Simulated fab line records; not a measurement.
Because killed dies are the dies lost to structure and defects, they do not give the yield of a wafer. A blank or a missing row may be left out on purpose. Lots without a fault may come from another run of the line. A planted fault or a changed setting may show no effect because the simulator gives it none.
Code-filled problem report in 8D (eight disciplines) form -- flow nand harc -- the parts of the form that need people (team, actions taken, sign-off) are left out

## 1. THE ISSUE
thk nm at NHARC_A_ONON_D2_THK_MEAS_24 reads a mean of 876 nm on 6 wafers of 2 lots; wafers without a fault read 1002 nm with a standard deviation of 9.4. That puts it -13 standard deviations away from the usual mean.
The step: measures by ellipsometry.
The first sign was on wafer L504.1 at day 17 02:13, on film metro-01. Wafers with a number at this step in the record: 42, from 14 lots. By rule, "out" or "out of limits" means more than 4 standard deviations away from the usual mean. The other wafers with a number count as sound.

## 2. WHAT IT IS, AND WHAT IT ISN'T
question,is,is not
which readings at this step,thk nm,-
which lots,"L504, L505","L495, L496, L497, L508, L509, L510, L512, L514, L515, L516, L517, L518"
which wafers of those lots,all that have a number,-
read on which gauges,"film metro-01, film metro-02",-
when,from day 17 02:13,"up to then (9 sound wafers); but 27 sound wafers of L508, L509, L510, L512, L514, L515, L516, L517, L518 came after"

## 3. THE SUSPECTS, EACH WITH WHAT RULES IT OUT
Counting: any tool at a process step up to the reading is kept as a suspect provided that every lot that is out went through it and no sound lot did after the first of them.
- the gauge at NHARC_A_ONON_D2_THK_MEAS_24 has been ruled out. Those wafers that are out were read across 2 gauges (film metro-01, film metro-02).
- pecvd-04 at NHARC_A_DECK1_JOINT_DEP_16 (deposits SiO2, target thk 45 nm): ruled out as a lasting fault. Sound lots L508, L515, L516, L517, L518 ran on it after its first lot that is out, L504 (day 16 13:36).
- pecvd onon-04 at NHARC_A_ONON_D2_DEP_22 (target thk 1000 nm): ruled out as a lasting fault. Sound lots L514, L515 ran on it after its first lot that is out, L504 (day 17 01:42).
Left after counting: nothing in the record.

## 4. THE CAUSE (what the simulator had put in)
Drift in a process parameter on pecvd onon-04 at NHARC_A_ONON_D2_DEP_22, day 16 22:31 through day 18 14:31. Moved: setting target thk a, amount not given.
Counting ruled it out, wrongly: the rule takes a fault to strike every lot that its tool runs from its start on, and this one did not.

## 5. THE CHAIN OF EFFECTS, in route order
Each row: a reading whose mean over the struck wafers that have a number lies more than 3 standard deviations from the usual. Readings are gone through only where the record gives a usual standard deviation; hours: the median, over the lots, of the time from a lot's start at the first step in this table giving one to that lot's start at this step; sigmas: the change measured in usual standard deviations.
hours,step,reading,usual,on struck wafers,change,sigmas
0,NHARC_A_ONON_D2_THK_MEAS_24,thk nm,1002 nm,876,-126,-13

## 6. WHAT WOULD HAVE CAUGHT IT SOONER
In this record the first reading out of limits at a measuring or inspecting step was taken at day 17 02:13, 4 hours after the fault began at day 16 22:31.
